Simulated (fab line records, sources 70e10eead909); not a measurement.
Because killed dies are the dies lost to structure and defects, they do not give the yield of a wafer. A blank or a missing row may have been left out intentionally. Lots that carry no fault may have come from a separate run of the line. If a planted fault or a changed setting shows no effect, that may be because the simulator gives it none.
Matching of chambers :: flow nand-harc :: NHARC_A_STAIRCASE_ALD_415 on ald-hk-01 has 4 sister chambers
The step deposits SiO2, target thk 30 nm, pulse time 6 s, ald cycles 300. 4 wafers are shown with their chamber, then 9 later ones without.

WAFERS WITH THEIR CHAMBER
wafer: L087.3
chamber: 2
heater-power-w (W): 505

wafer: L092.1
chamber: 1
heater-power-w (W): 479

wafer: L092.5
chamber: 0
heater-power-w (W): 407

wafer: L092.6
chamber: 3
heater-power-w (W): 521

WAFERS MISSING THEIR CHAMBER
wafer: L093.1
heater-power-w (W): 483

wafer: L093.3
heater-power-w (W): 492

wafer: L093.5
heater-power-w (W): 486

wafer: L095.1
heater-power-w (W): 513

wafer: L095.4
heater-power-w (W): 489

wafer: L095.5
heater-power-w (W): 516

wafer: L097.1
heater-power-w (W): 512

wafer: L097.4
heater-power-w (W): 470

wafer: L097.5
heater-power-w (W): 506

CHAMBER TAKEN BY EACH
wafer: L093.1
from the rows above: 1
in truth: 1

wafer: L093.3
from the rows above: can't be placed: 1 or 2
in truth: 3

wafer: L093.5
from the rows above: can't be placed: 1 or 2
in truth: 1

wafer: L095.1
from the rows above: can't be placed: 2 or 3
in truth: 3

wafer: L095.4
from the rows above: can't be placed: 1 or 2
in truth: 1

wafer: L095.5
from the rows above: can't be placed: 3 or 2
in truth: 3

wafer: L097.1
from the rows above: can't be placed: 2 or 3
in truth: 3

wafer: L097.4
from the rows above: 1
in truth: 1

wafer: L097.5
from the rows above: can't be placed: 2 or 3
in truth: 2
Placed correctly: 2 of 9. Cannot be placed on the basis of these rows: 7; the candidates contain the true chamber in 6. 0 placed wrongly.
How it was worked out, from the rows above alone: a wafer's distance from a chamber is the root of the sum, over the readings, of the square of ((its reading less the chamber's mean) divided by the reading's scatter). The wafer belongs to the nearest chamber; if the next one is less than 2 further off, it can't be placed. Each chamber's mean is taken over the wafers shown for it. The scatter: with one shown wafer a chamber, the root of the mean of the squares of how far each hidden wafer lies from its nearest shown one.
